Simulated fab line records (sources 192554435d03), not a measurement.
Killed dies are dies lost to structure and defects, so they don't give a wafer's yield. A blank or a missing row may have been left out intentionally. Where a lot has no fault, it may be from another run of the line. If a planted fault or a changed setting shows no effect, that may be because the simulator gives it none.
Chamber matching | flow n5 finfet | N5_FIN_SAQP_ETCH_57 on rie diel-05: 4 sister chambers
The step etches SiNx in CH3F/O2, target depth 32.5 nm, time 46.4 s. 14 wafers are shown with their chamber, then 7 later ones without.

WAFERS, EACH WITH ITS CHAMBER
wafer  | chamber | drypump motor current A (A) | showerhead plenum p Torr (Torr) | throttle valve pct (%)
L076.3 | 2       | 5.8                         | 2.05                            | 16.10
L076.5 | 3       | 5.9                         | 1.99                            | 16.44
L076.6 | 0       | 5.1                         | 1.90                            | 16.68
L077.2 | 0       | 5.1                         | 1.89                            | 16.67
L077.3 | 2       | 5.8                         | 2.05                            | 16.10
L077.4 | 1       | 5.7                         | 2.11                            | 16.07
L079.1 | 3       | 5.9                         | 1.99                            | 16.45
L079.4 | 1       | 5.6                         | 2.11                            | 16.06
L079.6 | 2       | 5.8                         | 2.05                            | 16.11
L081.3 | 1       | 5.6                         | 2.10                            | 16.08
L081.5 | 3       | 5.9                         | 1.99                            | 16.47
L081.6 | 0       | 5.1                         | 1.89                            | 16.68
L086.1 | 3       | 5.9                         | 1.98                            | 16.47
L086.5 | 0       | 5.1                         | 1.89                            | 16.74

SIGNATURES, as means of the wafers listed above
reading                  | chamber 0 | chamber 1 | chamber 2 | chamber 3 | scatter within a chamber
drypump motor current A  | 5.100     | 5.633     | 5.800     | 5.900     | 0.0258
showerhead plenum p Torr | 1.8925    | 2.1067    | 2.0500    | 1.9875    | 0.00465
throttle valve pct       | 16.6925   | 16.0700   | 16.1033   | 16.4575   | 0.02
Rule: distance of a wafer from a chamber = root of the sum over the readings of ((wafer's reading minus chamber's mean) / reading's scatter) squared. If the next closest chamber is less than 2 further off than the closest, the wafer can't be placed; otherwise it belongs to the closest. The scatter: take each reading less its chamber's mean, square it, sum over the shown wafers, divide by the number of wafers less the number of chambers, and take the root.

WAFERS MISSING THEIR CHAMBER
wafer  | drypump motor current A (A) | showerhead plenum p Torr (Torr) | throttle valve pct (%)
L086.6 | 5.9                         | 1.98                            | 16.47
L090.2 | 5.9                         | 1.98                            | 16.49
L090.3 | 5.7                         | 2.10                            | 16.12
L090.6 | 5.6                         | 2.10                            | 16.11
L091.1 | 5.7                         | 2.10                            | 16.09
L091.2 | 5.9                         | 1.98                            | 16.51
L091.3 | 5.8                         | 2.04                            | 15.68

EACH ONE'S CHAMBER
wafer  | from the rows above | in truth
L086.6 | 3                   | 3
L090.2 | 3                   | 3
L090.3 | 1                   | 1
L090.6 | 1                   | 1
L091.1 | 1                   | 1
L091.2 | 3                   | 3
L091.3 | 2                   | 2
Placed correctly: 7 of 7. Number that these rows cannot place: 0. Number placed wrongly: 0.
